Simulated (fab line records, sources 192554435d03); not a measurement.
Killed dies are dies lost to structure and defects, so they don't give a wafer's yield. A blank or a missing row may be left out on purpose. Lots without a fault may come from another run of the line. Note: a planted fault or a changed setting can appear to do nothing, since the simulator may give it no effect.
Chamber matching | flow n5-finfet | 4 sister chambers for N5_BEOL_M8_VIA_ETCH_34 on rie-diel-01
The step etches SiCOH lowk in C4F6/O2, target depth 125.5 nm, time 50.5 s. 16 wafers are shown with their chamber, then 8 later ones without.

== WAFERS PAIRED WITH THEIR CHAMBERS ==
wafer  | chamber | drypump-motor-current-A (A) | showerhead-plenum-p-Torr (Torr) | rf-vpp-V (V)
L075.1 | 0       | 5.5                         | 2.80                            | 673
L075.2 | 1       | 5.3                         | 2.91                            | 663
L075.6 | 0       | 5.5                         | 2.80                            | 675
L077.1 | 1       | 5.2                         | 2.90                            | 665
L077.4 | 2       | 6.0                         | 3.03                            | 652
L077.5 | 3       | 5.0                         | 2.89                            | 660
L083.1 | 2       | 6.0                         | 3.02                            | 652
L083.4 | 2       | 5.9                         | 3.02                            | 652
L083.5 | 0       | 5.5                         | 2.79                            | 673
L084.1 | 0       | 5.5                         | 2.79                            | 673
L084.5 | 0       | 5.5                         | 2.79                            | 674
L084.6 | 2       | 5.9                         | 3.02                            | 652
L086.1 | 3       | 5.0                         | 2.87                            | 657
L086.2 | 0       | 5.5                         | 2.78                            | 672
L086.4 | 1       | 5.2                         | 2.89                            | 663
L085.1 | 2       | 6.0                         | 3.02                            | 651

SIGNATURES, as means of the wafers listed above
reading                  | chamber 0 | chamber 1 | chamber 2 | chamber 3 | scatter within a chamber
drypump-motor-current-A  | 5.500     | 5.233     | 5.960     | 5.000     | 0.0394
showerhead-plenum-p-Torr | 2.7917    | 2.9000    | 3.0220    | 2.8800    | 0.00798
rf-vpp-V                 | 673.33    | 663.67    | 651.80    | 658.50    | 1.05
Rule: a wafer lies at a distance from a chamber equal to the root of the sum of squares, over the readings, of (its reading less the chamber's mean, divided by the reading's scatter). If the next closest chamber is less than 2 further off than the closest, the wafer can't be placed; otherwise it belongs to the closest. The scatter is the square root of a quotient: the sum, over the shown wafers, of each reading's squared deviation from its chamber's mean, divided by wafers minus chambers.

== WAFERS MISSING THEIR CHAMBER ==
wafer  | drypump-motor-current-A (A) | showerhead-plenum-p-Torr (Torr) | rf-vpp-V (V)
L085.4 | 5.2                         | 2.89                            | 663
L085.5 | 5.2                         | 2.89                            | 663
L094.1 | 5.0                         | 2.87                            | 659
L094.2 | 5.9                         | 3.01                            | 652
L094.3 | 5.5                         | 2.78                            | 673
L096.1 | 5.2                         | 2.88                            | 662
L096.5 | 5.3                         | 2.88                            | 663
L096.6 | 6.0                         | 3.01                            | 652

== WHICH CHAMBER EACH ONE RAN IN ==
wafer  | from the rows above | in truth
L085.4 | 1                   | 1
L085.5 | 1                   | 1
L094.1 | 3                   | 3
L094.2 | 2                   | 2
L094.3 | 0                   | 0
L096.1 | 1                   | 1
L096.5 | 1                   | 1
L096.6 | 2                   | 2
8 of 8 placed correctly. From these rows, 0 cannot be placed. 0 placed wrongly.
